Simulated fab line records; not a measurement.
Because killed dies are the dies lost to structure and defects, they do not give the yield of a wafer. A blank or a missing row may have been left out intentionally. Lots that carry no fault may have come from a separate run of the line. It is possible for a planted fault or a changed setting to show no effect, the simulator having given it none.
fab line records    flow n5_finfet
[record] lots = 24  wafers = 72  last_day = 17
route steps=1938 shown FIN_CUT@163 STI_FIN_REVEAL@184 DUMMY_GATE@214
lots untouched by any fault: they come from a run of this same line in which no faults occurred
start_h: hours from the record's opening day to when the first of the lot's shown wafers began    wait_h: hours since the lot's step before    " repeats the value in the row above    L1.1+2: one row covering several wafers at once    - no value, or no start was given    * or withheld: withheld    < > ~ a bound
route shown NAME@n: a module of which the file shows steps, and the number in the route of the first    usual: mean/standard deviation taken from wafers without a fault    same: alike in all rows    chamber/n: place in a boat    sites: readings site by site    _std_site: how widely they spread, as a standard deviation    _edge_site: inner sites' mean taken away from outer sites' mean    radius_mm: for every site, how far away it sits from the centre of the wafer    mask NAME#n: copy n    behind: the tool/chamber that last shaped the wafer    hold: the reason the lot was held/the length of the hold in hours/how it ended    device: which transistor (n, p or np) failed to switch    end of line: the route-end tests of the same wafers    a step given without rows: its recipe and nothing more    killed: dies lost to structure and defects at the first sort, not the wafer's yield    map: the dies of a wafer, with x for killed, . for not killed, _ for no die there
set.NAME: setting as actually run; set.NAME@STEP: the setting as run at that earlier step    model.NAME: the simulator's own value behind a step, which no gauge read
one table for each step of the route and one row for each wafer, over a sample of lots
services: when a tool's chamber went out of use (start_h, in hours from the record's first day, below 0 if earlier), for how many hours, and the reason
[[steps]]
[step N5_FIN_CUT_CD_MEAS_08]
[recipe] target_cd_nm = 29.1  landing_energy_ev = 500  detector = se_inlens  polarity = opening
[usual] cd_nm = 29.22/0.23
[same] landing_energy_ev = 500
lot.wafer  tool       chamber  start_h  wait_h  cd_nm
L074.2     cd_sem-03  0        27.07    -       29.27
L074.3     "          0        "        "       29.04
L074.5     "          0        "        "       29.20
L075.1     cd_sem-01  0        38.02    -       29.35
L075.4     "          0        "        "       29.10
L075.5     "          0        "        "       29.04
L076.2     cd_sem-03  0        39.65    -       29.92
L076.3     "          0        "        "       28.98
L076.6     "          0        "        "       28.96
L077.2     cd_sem-01  0        46.53    -       29.15
L077.5     "          0        "        "       28.90
L077.6     "          0        "        "       29.51
L078.2     cd_sem-02  0        52.97    -       29.57
L078.4     "          0        "        "       29.20
L078.6     "          0        "        "       29.18
L079.1     cd_sem-02  0        63.25    -       29.17
L079.2     "          0        "        "       29.13
L079.5     "          0        "        "       29.06
L080.3     cd_sem-01  0        67.29    -       29.41
L080.5     "          0        "        "       29.05
L080.6     "          0        "        "       29.29
L081.2     cd_sem-03  0        70.47    -       29.08
L081.3     "          0        "        "       28.97
L081.6     "          0        "        "       28.89
L082.1     cd_sem-01  0        75.21    -       29.59
L082.3     "          0        "        "       29.11
L082.4     "          0        "        "       29.43
L083.2     cd_sem-01  0        81.77    -       29.16
L083.3     "          0        "        "       29.35
L083.4     "          0        "        "       29.36
L084.4     cd_sem-02  0        88.05    -       29.23
L084.5     "          0        "        "       29.44
L084.6     "          0        "        "       29.03
L085.2     cd_sem-03  0        95.57    -       29.08
L085.3     "          0        "        "       29.11
L085.4     "          0        "        "       29.14
L086.1     cd_sem-03  0        101.03   -       29.52
L086.3     "          0        "        "       29.50
L086.6     "          0        "        "       29.51
L087.3     cd_sem-03  0        105.47   -       29.35
L087.4     "          0        "        "       29.00
L087.6     "          0        "        "       29.15
L088.1     cd_sem-01  0        111.08   -       29.55
L088.5     "          0        "        "       29.47
L088.6     "          0        "        "       29.33
L089.2     cd_sem-03  0        116.77   -       29.42
L089.3     "          0        "        "       29.48
L089.5     "          0        "        "       29.39
L090.2     cd_sem-02  0        123.05   -       29.29
L090.5     "          0        "        "       29.34
L090.6     "          0        "        "       28.66
L091.1     cd_sem-02  0        129.04   -       28.87
L091.4     "          0        "        "       29.37
L091.5     "          0        "        "       28.91
L092.4     cd_sem-02  0        134.84   -       28.84
L092.5     "          0        "        "       29.27
L092.6     "          0        "        "       29.11
L093.1     cd_sem-01  0        141.35   -       29.05
L093.4     "          0        "        "       29.15
L093.6     "          0        "        "       29.20
L094.1     cd_sem-03  0        148.86   -       29.50
L094.4     "          0        "        "       29.39
L094.6     "          0        "        "       29.31
L095.3     cd_sem-02  0        153.18   -       29.54
L095.4     "          0        "        "       29.30
L095.6     "          0        "        "       29.00
L096.1     cd_sem-01  0        160.62   -       29.16
L096.2     "          0        "        "       29.24
L096.3     "          0        "        "       29.44
L097.2     cd_sem-03  0        165.47   -       28.68
L097.3     "          0        "        "       29.28
L097.4     "          0        "        "       29.28
[step N5_STI_FIN_REVEAL_ALD_14]
[recipe] material = Si3N4  target_thk_a = 30  temp_c = 400  ald_precursor_family = SiH2I2  ald_co_reactant = N2/H2-plasma  pressure_torr = 2
[usual] heater_power_w = 847/87
lot.wafer  tool        chamber  start_h  wait_h  heater_power_w
L074.2     ald_sin-02  1        28.19    0.0     837
L074.3     "           0        "        "       804
L074.5     "           2        "        "       776
L075.1     ald_sin-04  0        40.46    0.0     719
L075.4     "           2        "        "       891
L075.5     "           1        "        "       1039
L076.2     ald_sin-04  0        41.13    0.0     728
L076.3     "           1        "        "       1036
L076.6     "           0        "        "       700
L077.2     ald_sin-01  2        50.05    0.0     775
L077.5     "           1        "        "       794
L077.6     "           0        "        "       860
L078.2     ald_sin-01  2        55.05    0.0     797
L078.4     "           1        "        "       823
L078.6     "           2        "        "       791
L079.1     ald_sin-01  1        64.45    0.0     803
L079.2     "           3        "        "       795
L079.5     "           1        "        "       804
L080.3     ald_sin-04  0        68.94    0.0     718
L080.5     "           2        "        "       873
L080.6     "           3        "        "       817
L081.2     ald_sin-04  2        72.74    0.0     860
L081.3     "           1        "        "       1031
L081.6     "           3        "        "       823
L082.1     ald_sin-04  2        76.46    0.0     868
L082.3     "           3        "        "       830
L082.4     "           3        "        "       843
L083.2     ald_sin-01  3        83.00    0.0     779
L083.3     "           1        "        "       800
L083.4     "           0        "        "       855
L084.4     ald_sin-04  3        90.61    0.0     844
L084.5     "           2        "        "       888
L084.6     "           3        "        "       842
L085.2     ald_sin-01  2        97.84    0.0     782
L085.3     "           0        "        "       838
L085.4     "           3        "        "       781
L086.1     ald_sin-04  0        102.15   0.0     704
L086.3     "           2        "        "       874
L086.6     "           2        "        "       843
L087.3     ald_sin-04  2        106.59   0.0     873
L087.4     "           3        "        "       846
L087.6     "           1        "        "       1052
L088.1     ald_sin-04  0        112.20   0.0     721
L088.5     "           2        "        "       874
L088.6     "           1        "        "       1060
L089.2     ald_sin-01  2        118.05   0.0     797
L089.3     "           0        "        "       825
L089.5     "           2        "        "       795
L090.2     ald_sin-02  0        124.35   0.0     787
L090.5     "           3        "        "       892
L090.6     "           0        "        "       771
L091.1     ald_sin-04  2        130.16   0.0     877
L091.4     "           0        "        "       718
L091.5     "           2        "        "       877
L092.4     ald_sin-02  0        135.97   0.0     809
L092.5     "           0        "        "       795
L092.6     "           1        "        "       855
L093.1     ald_sin-01  1        142.64   0.0     798
L093.4     "           0        "        "       838
L093.6     "           3        "        "       788
L094.1     ald_sin-01  2        151.48   0.0     780
L094.4     "           1        "        "       811
L094.6     "           2        "        "       781
L095.3     ald_sin-01  3        154.64   0.0     803
L095.4     "           0        "        "       838
L095.6     "           1        "        "       795
L096.1     ald_sin-02  0        161.98   0.0     819
L096.2     "           2        "        "       794
L096.3     "           1        "        "       852
L097.2     ald_sin-02  1        166.59   0.0     847
L097.3     "           3        "        "       907
L097.4     "           0        "        "       782
[step N5_STI_FIN_REVEAL_STRIP_24]
[recipe] chemistry = N2/H2  time_s = 90  power_w = 100  temp_c = 40  pressure_mtorr = 100  rf_frequency_hz = 6e+07  bias_power_w = 3  n2_flow_sccm = 300  h2_flow_sccm = 300
[usual] drypump_motor_current_A = 5.6/0.4  oes_product_au = 0.76/0.079  rf_vpp_V = 45.3/0.83  showerhead_plenum_p_Torr = 3.39/0.13  throttle_valve_pct = 12.34/0.23
lot.wafer  tool         chamber  start_h  wait_h  drypump_motor_current_A  oes_product_au  rf_hours_counter_h  rf_vpp_V  showerhead_plenum_p_Torr  throttle_valve_pct
L074.2     rie_diel-03  2        34.14    0.0     4.7                      0.70            203                 44.3      3.49                      12.20
L074.3     "            3        "        "       5.8                      0.73            143                 47.1      3.37                      12.29
L074.5     "            0        "        "       5.9                      0.70            -                   44.9      3.33                      12.62
L075.1     rie_diel-04  0        46.12    0.0     5.7                      0.77            160                 44.1      3.23                      12.45
L075.4     "            2        "        "       6.0                      0.72            -                   45.7      3.49                      12.25
L075.5     "            0        "        "       5.7                      0.76            -                   45.3      3.23                      12.46
L076.2     rie_diel-05  2        47.34    0.0     5.8                      0.95            5                   44.7      3.49                      11.94
L076.3     "            1        "        "       5.2                      0.81            114                 44.9      3.55                      12.29
L076.6     "            2        "        "       5.8                      0.94            -                   46.7      3.48                      11.94
L077.2     rie_diel-05  2        57.19    0.0     5.8                      0.93            8                   44.2      3.48                      11.94
L077.5     "            0        "        "       5.8                      0.76            -                   45.5      3.52                      12.52
L077.6     "            1        "        "       5.2                      0.82            -                   44.9      3.55                      12.31
L078.2     rie_diel-05  3        60.67    0.0     5.6                      0.78            139                 45.3      3.24                      12.22
L078.4     "            1        "        "       5.2                      0.81            118                 46.5      3.54                      12.33
L078.6     "            3        "        "       5.6                      0.77            -                   44.4      3.24                      12.22
L079.1     rie_diel-05  2        70.37    0.0     5.8                      0.93            14                  46.5      3.48                      11.96
L079.2     "            1        "        "       5.2                      0.80            122                 44.3      3.54                      12.32
L079.5     "            1        "        "       5.2                      0.80            -                   45.1      3.54                      12.30
L080.3     rie_diel-04  1        74.60    0.0     5.6                      0.71            217                 44.9      3.22                      12.49
L080.5     "            1        "        "       5.6                      0.70            -                   44.9      3.22                      12.47
L080.6     "            0        "        "       5.7                      0.76            -                   44.7      3.22                      12.48
L081.2     rie_diel-03  0        78.37    0.0     5.9                      0.69            222                 45.1      3.32                      12.66
L081.3     "            2        "        "       4.7                      0.69            219                 46.2      3.49                      12.26
L081.6     "            3        "        "       5.8                      0.72            -                   45.4      3.36                      12.32
L082.1     rie_diel-05  2        82.08    0.0     5.8                      0.91            18                  46.4      3.48                      11.98
L082.3     "            1        "        "       5.2                      0.80            126                 44.8      3.54                      12.33
L082.4     "            0        "        "       5.8                      0.75            139                 46.0      3.51                      12.54
L083.2     rie_diel-04  0        88.71    0.0     5.7                      0.75            176                 43.8      3.22                      12.49
L083.3     "            3        "        "       6.4                      0.72            244                 45.0      3.19                      12.71
L083.4     "            1        "        "       5.6                      0.69            223                 44.3      3.21                      12.49
L084.4     rie_diel-04  2        96.38    0.0     5.9                      0.71            220                 44.6      3.48                      12.30
L084.5     "            0        "        "       5.7                      0.75            -                   45.2      3.22                      12.51
L084.6     "            3        "        "       6.4                      0.72            -                   44.2      3.19                      12.71
L085.2     rie_diel-03  2        103.50   0.0     4.8                      0.69            229                 45.8      3.48                      12.27
L085.3     "            3        "        "       5.9                      0.71            169                 45.2      3.35                      12.37
L085.4     "            2        "        "       4.8                      0.69            -                   46.0      3.48                      12.26
L086.1     rie_diel-04  0        107.77   0.0     5.7                      0.75            182                 45.9      3.22                      12.50
L086.3     "            2        "        "       6.0                      0.70            225                 45.8      3.48                      12.32
L086.6     "            2        "        "       6.0                      0.70            -                   45.4      3.47                      12.31
L087.3     rie_diel-05  0        112.23   0.0     5.8                      0.74            148                 45.1      3.51                      12.55
L087.4     "            1        "        "       5.2                      0.79            135                 44.7      3.53                      12.35
L087.6     "            2        "        "       5.8                      0.88            -                   45.5      3.47                      12.00
L088.1     rie_diel-03  3        117.90   0.0     5.9                      0.72            173                 46.3      3.35                      12.37
L088.5     "            1        "        "       5.2                      0.94            -                   44.8      3.43                      11.74
L088.6     "            2        "        "       4.8                      0.68            -                   44.9      3.48                      12.29
L089.2     rie_diel-05  3        123.72   0.0     5.5                      0.75            163                 43.9      3.23                      12.28
L089.3     "            0        "        "       5.8                      0.73            154                 45.1      3.50                      12.57
L089.5     "            1        "        "       5.2                      0.78            -                   46.1      3.53                      12.37
L090.2     rie_diel-05  3        129.96   0.0     5.6                      0.75            165                 45.3      3.23                      12.29
L090.5     "            1        "        "       5.2                      0.79            -                   45.0      3.53                      12.35
L090.6     "            2        "        "       5.8                      0.88            -                   43.9      3.47                      12.02
L091.1     rie_diel-04  0        136.02   0.0     5.7                      0.74            195                 44.2      3.21                      12.54
L091.4     "            3        "        "       6.4                      0.96            -                   46.8      3.59                      12.08
L091.5     "            1        "        "       5.6                      0.68            -                   45.6      3.20                      12.55
L092.4     rie_diel-03  1        141.61   0.0     5.2                      0.91            10                  45.1      3.43                      11.76
L092.5     "            1        "        "       5.2                      0.92            -                   45.8      3.43                      11.77
L092.6     "            2        "        "       4.8                      0.67            -                   44.4      3.47                      12.29
L093.1     rie_diel-03  0        148.39   0.0     5.9                      0.68            247                 46.7      3.31                      12.74
L093.4     "            3        "        "       5.8                      0.71            184                 45.2      3.35                      12.40
L093.6     "            3        "        "       5.8                      0.71            -                   46.4      3.35                      12.41
L094.1     rie_diel-04  1        157.13   0.0     5.6                      0.68            250                 45.7      3.20                      12.56
L094.4     "            2        "        "       6.0                      0.70            241                 45.4      3.47                      12.37
L094.6     "            0        "        "       5.7                      0.74            -                   45.5      3.20                      12.55
L095.3     rie_diel-03  2        160.35   0.0     4.8                      0.68            248                 45.9      3.47                      12.32
L095.4     "            2        "        "       4.8                      0.68            -                   44.9      3.47                      12.30
L095.6     "            3        "        "       5.8                      0.70            -                   46.3      3.34                      12.38
L096.1     rie_diel-04  3        167.67   0.0     6.4                      0.93            18                  43.7      3.59                      12.11
L096.2     "            2        "        "       6.0                      0.69            246                 45.9      3.46                      12.38
L096.3     "            0        "        "       5.7                      0.74            207                 45.0      3.20                      12.56
L097.2     rie_diel-05  1        172.21   0.0     5.2                      0.77            155                 44.9      3.52                      12.39
L097.3     "            0        "        "       5.8                      0.71            173                 45.7      3.49                      12.60
L097.4     "            3        "        "       5.6                      0.72            181                 45.0      3.22                      12.31
[step N5_DUMMY_GATE_ALD_02]
[recipe] material = SiO2  target_thk_a = 20  temp_c = 300  ald_precursor_family = BDEAS  ald_co_reactant = O2-plasma  pulse_time_s = 1  pressure_torr = 2
[usual] heater_power_w = 472/39  precursor_pulse_height_rel = 0.997/0.022
lot.wafer  tool        chamber  start_h  wait_h  heater_power_w  precursor_pulse_height_rel
L074.2     ald_sin-03  0        37.28    0.0     435             1.005
L074.3     "           1        "        "       482             1.025
L074.5     "           3        "        "       476             1.006
L076.2     ald_sin-01  2        50.47    0.0     440             1.020
L076.3     "           1        "        "       447             1.009
L076.6     "           2        "        "       454             1.001
L075.1     ald_sin-01  0        50.84    0.0     462             1.009
L075.4     "           3        "        "       449             0.956
L075.5     "           2        "        "       450             1.008
L077.2     ald_sin-04  0        61.35    0.0     404             1.004
L077.5     "           2        "        "       479             1.000
L077.6     "           1        "        "       583             1.002
L078.2     ald_sin-03  0        65.36    0.0     428             0.975
L078.4     "           1        "        "       496             1.000
L078.6     "           1        "        "       507             0.944
L079.1     ald_sin-03  3        73.55    0.1     477             0.978
L079.2     "           2        "        "       504             1.012
L079.5     "           2        "        "       508             1.000
L080.3     ald_sin-04  1        77.93    0.3     572             0.984
L080.5     "           2        "        "       479             0.982
L080.6     "           1        "        "       592             0.983
L081.2     ald_sin-03  3        81.47    0.0     457             1.027
L081.3     "           1        "        "       503             1.002
L081.6     "           1        "        "       507             0.983
L082.1     ald_sin-01  1        85.20    0.0     457             1.025
L082.3     "           2        "        "       449             0.999
L082.4     "           3        "        "       446             1.017
L083.2     ald_sin-03  3        92.76    0.5     469             0.960
L083.3     "           2        "        "       505             1.004
L083.4     "           0        "        "       434             1.059
L084.4     ald_sin-03  1        100.01   0.0     504             1.026
L084.5     "           0        "        "       436             1.006
L084.6     "           3        "        "       472             0.993
L085.2     ald_sin-04  2        106.80   0.2     495             1.005
L085.3     "           3        "        "       472             1.010
L085.4     "           0        "        "       400             0.957
L086.1     ald_sin-03  2        110.86   0.0     500             1.002
L086.3     "           3        "        "       455             0.997
L086.6     "           0        "        "       435             1.016
L087.3     ald_sin-03  3        115.75   0.2     472             1.043
L087.4     "           2        "        "       498             0.974
L087.6     "           0        "        "       435             0.999
L088.1     ald_sin-01  0        121.38   0.2     455             0.975
L088.5     "           2        "        "       440             1.006
L088.6     "           1        "        "       448             0.979
L089.2     ald_sin-04  2        127.21   0.2     503             0.987
L089.3     "           0        "        "       396             0.993
L089.5     "           0        "        "       407             0.963
L090.2     ald_sin-04  2        133.40   0.0     497             0.994
L090.5     "           1        "        "       592             1.012
L090.6     "           2        "        "       485             0.997
L091.1     ald_sin-03  3        139.19   0.0     463             1.000
L091.4     "           1        "        "       513             0.986
L091.5     "           0        "        "       432             1.012
L092.4     ald_sin-04  3        146.00   0.2     464             1.027
L092.5     "           3        "        "       471             1.028
L092.6     "           0        "        "       414             0.987
L093.1     ald_sin-01  0        151.70   0.2     464             0.975
L093.4     "           2        "        "       447             1.040
L093.6     "           3        "        "       453             0.946
L094.1     ald_sin-01  1        160.28   0.1     441             1.005
L094.4     "           0        "        "       465             1.008
L094.6     "           3        "        "       448             1.019
L095.3     ald_sin-03  3        163.53   0.0     469             0.970
L095.4     "           2        "        "       493             1.009
L095.6     "           0        "        "       447             0.980
L096.1     ald_sin-03  1        170.83   0.0     504             0.988
L096.2     "           2        "        "       500             1.035
L096.3     "           0        "        "       442             1.026
L097.2     ald_sin-03  2        175.41   0.0     506             1.005
L097.3     "           3        "        "       479             0.986
L097.4     "           0        "        "       435             0.986
[step N5_DUMMY_GATE_OVL_MEAS_16]
[recipe] points_per_wafer = 522
[usual] GATE_OVL = -0.5/0.66
[same] points_per_wafer = 522
lot.wafer  tool        chamber  start_h  wait_h  GATE_OVL[nm]
L074.2     overlay-02  0        45.84    0.0     0.5
L074.3     "           0        "        "       0.2
L074.5     "           0        "        "       -0.4
L075.1     overlay-01  0        59.25    0.0     -1.1
L075.4     "           0        "        "       -0.6
L075.5     "           0        "        "       -1.5
L076.2     overlay-01  0        60.83    0.0     -0.3
L076.3     "           0        "        "       -0.6
L076.6     "           0        "        "       -0.6
L077.2     overlay-02  0        69.90    0.0     -1.1
L077.5     "           0        "        "       -1.3
L077.6     "           0        "        "       -0.5
L078.2     overlay-01  0        73.79    0.0     0.4
L078.4     "           0        "        "       0.2
L078.6     "           0        "        "       -0.3
L079.1     overlay-02  0        81.96    0.0     -1.2
L079.2     "           0        "        "       -1.8
L079.5     "           0        "        "       -0.9
L080.3     overlay-02  0        86.49    0.0     -1.1
L080.5     "           0        "        "       -1.1
L080.6     "           0        "        "       -0.7
L081.2     overlay-02  0        90.27    0.0     0.2
L081.3     "           0        "        "       -1.2
L081.6     "           0        "        "       -0.3
L082.1     overlay-01  0        93.63    0.0     -0.8
L082.3     "           0        "        "       -1.0
L082.4     "           0        "        "       -1.5
L083.2     overlay-02  0        101.31   0.0     0.7
L083.3     "           0        "        "       -0.2
L083.4     "           0        "        "       0.7
L084.4     overlay-02  0        108.45   0.0     -1.2
L084.5     "           0        "        "       -1.2
L084.6     "           0        "        "       -1.0
L085.2     overlay-01  0        115.22   0.0     -1.6
L085.3     "           0        "        "       -2.0
L085.4     "           0        "        "       -1.6
L086.1     overlay-02  0        121.23   0.0     -0.3
L086.3     "           0        "        "       0.7
L086.6     "           0        "        "       -1.1
L087.3     overlay-01  0        124.39   0.0     -0.5
L087.4     "           0        "        "       -0.8
L087.6     "           0        "        "       -0.3
L088.1     overlay-02  0        129.93   0.0     -0.4
L088.5     "           0        "        "       -0.2
L088.6     "           0        "        "       -0.2
L089.2     overlay-02  0        135.78   0.0     -1.2
L089.3     "           0        "        "       -0.4
L089.5     "           0        "        "       -0.1
L090.2     overlay-02  0        141.83   0.0     0.0
L090.5     "           0        "        "       1.1
L090.6     "           0        "        "       0.1
L091.1     overlay-02  0        147.61   0.0     -0.9
L091.4     "           0        "        "       -0.1
L091.5     "           0        "        "       -1.1
L092.4     overlay-01  0        154.56   0.0     1.1
L092.5     "           0        "        "       -0.3
L092.6     "           0        "        "       -0.4
L093.1     overlay-01  0        160.12   0.0     -0.1
L093.4     "           0        "        "       0.4
L093.6     "           0        "        "       -0.6
L094.1     overlay-01  0        168.77   0.0     -0.5
L094.4     "           0        "        "       -0.3
L094.6     "           0        "        "       0.2
L095.3     overlay-02  0        175.86   0.0     0.0
L095.4     "           0        "        "       0.3
L095.6     "           0        "        "       -0.4
L096.1     overlay-02  0        179.37   0.0     -1.0
L096.2     "           0        "        "       -0.3
L096.3     "           0        "        "       0.0
L097.2     overlay-02  0        183.94   0.0     -1.1
L097.3     "           0        "        "       -0.9
L097.4     "           0        "        "       -1.9
[step N5_DUMMY_GATE_INSPECT_17]
[recipe] mode = adi  inspect_instrument = brightfield
[usual] raw_defect_count = 187/44
lot.wafer  tool               chamber  start_h  wait_h  raw_defect_count
L074.2     defect_inspect-01  -        45.90    0.0     101
L074.3     "                  -        "        "       139
L074.5     "                  -        "        "       197
L075.1     defect_inspect-01  -        59.31    0.1     220
L075.4     "                  -        "        "       204
L075.5     "                  -        "        "       161
L076.2     defect_inspect-02  -        60.89    0.0     298
L076.3     "                  -        "        "       216
L076.6     "                  -        "        "       261
L077.2     defect_inspect-02  -        69.96    0.0     206
L077.5     "                  -        "        "       200
L077.6     "                  -        "        "       220
L078.2     defect_inspect-02  -        73.84    0.0     248
L078.4     "                  -        "        "       213
L078.6     "                  -        "        "       135
L079.1     defect_inspect-02  -        82.02    0.1     221
L079.2     "                  -        "        "       285
L079.5     "                  -        "        "       235
L080.3     defect_inspect-02  -        86.53    0.0     138
L080.5     "                  -        "        "       120
L080.6     "                  -        "        "       117
L081.2     defect_inspect-01  -        90.33    0.0     134
L081.3     "                  -        "        "       104
L081.6     "                  -        "        "       190
L082.1     defect_inspect-02  -        93.69    0.1     216
L082.3     "                  -        "        "       163
L082.4     "                  -        "        "       184
L083.2     defect_inspect-02  -        101.36   0.0     205
L083.3     "                  -        "        "       197
L083.4     "                  -        "        "       277
L084.4     defect_inspect-01  -        108.50   0.0     235
L084.5     "                  -        "        "       237
L084.6     "                  -        "        "       151
L085.2     defect_inspect-02  -        115.27   0.0     131
L085.3     "                  -        "        "       168
L085.4     "                  -        "        "       139
L086.1     defect_inspect-01  -        121.28   0.1     136
L086.3     "                  -        "        "       179
L086.6     "                  -        "        "       255
L087.3     defect_inspect-02  -        124.44   0.0     229
L087.4     "                  -        "        "       164
L087.6     "                  -        "        "       143
L088.1     defect_inspect-02  -        129.99   0.1     158
L088.5     "                  -        "        "       245
L088.6     "                  -        "        "       251
L089.2     defect_inspect-01  -        135.83   0.0     169
L089.3     "                  -        "        "       170
L089.5     "                  -        "        "       200
L090.2     defect_inspect-01  -        141.88   0.0     149
L090.5     "                  -        "        "       182
L090.6     "                  -        "        "       185
L091.1     defect_inspect-01  -        147.67   0.1     128
L091.4     "                  -        "        "       128
L091.5     "                  -        "        "       140
L092.4     defect_inspect-02  -        154.60   0.0     181
L092.5     "                  -        "        "       168
L092.6     "                  -        "        "       187
L093.1     defect_inspect-02  -        160.18   0.1     198
L093.4     "                  -        "        "       169
L093.6     "                  -        "        "       191
L094.1     defect_inspect-02  -        168.83   0.1     189
L094.4     "                  -        "        "       277
L094.6     "                  -        "        "       188
L095.3     defect_inspect-02  -        175.90   0.0     165
L095.4     "                  -        "        "       91
L095.6     "                  -        "        "       140
L096.1     defect_inspect-02  -        179.43   0.1     117
L096.2     "                  -        "        "       167
L096.3     "                  -        "        "       179
L097.2     defect_inspect-01  -        183.99   0.0     146
L097.3     "                  -        "        "       134
L097.4     "                  -        "        "       166
[[services]]
tool         chamber  start_h  hours  kind
ald_sin-01   0        7.75     -      clean
ald_sin-01   1        7.75     -      clean
ald_sin-01   2        7.75     -      clean
ald_sin-01   3        7.75     -      clean
rie_diel-05  2        13.56    -      clean
rie_diel-05  2        13.56    -      consumable_replace:focus_ring
rie_diel-05  2        13.56    17.2   scheduled_down
rie_diel-05  2        13.56    17.2   vent_cycle
rie_diel-04  1        28.93    6.7    repair
ald_sin-01   3        29.35    4.2    repair
rie_diel-05  -        32.98    0.4    repair
rie_diel-04  1        44.96    1.6    repair
ald_sin-04   2        45.18    4.7    repair
ald_sin-02   -        51.55    14.6   pm
rie_diel-05  -        54.51    0.4    repair
ald_sin-03   1        59.28    4.6    repair
rie_diel-04  3        69.09    8.9    repair
ald_sin-04   0        71.47    8.2    repair
ald_sin-02   -        85.59    14.0   pm
rie_diel-04  3        102.86   -      clean
rie_diel-04  3        102.86   -      consumable_replace:focus_ring
rie_diel-04  2        135.25   10.1   repair
rie_diel-04  -        138.03   2.8    pm
rie_diel-04  1        159.48   5.8    repair
[[key]]
fault none
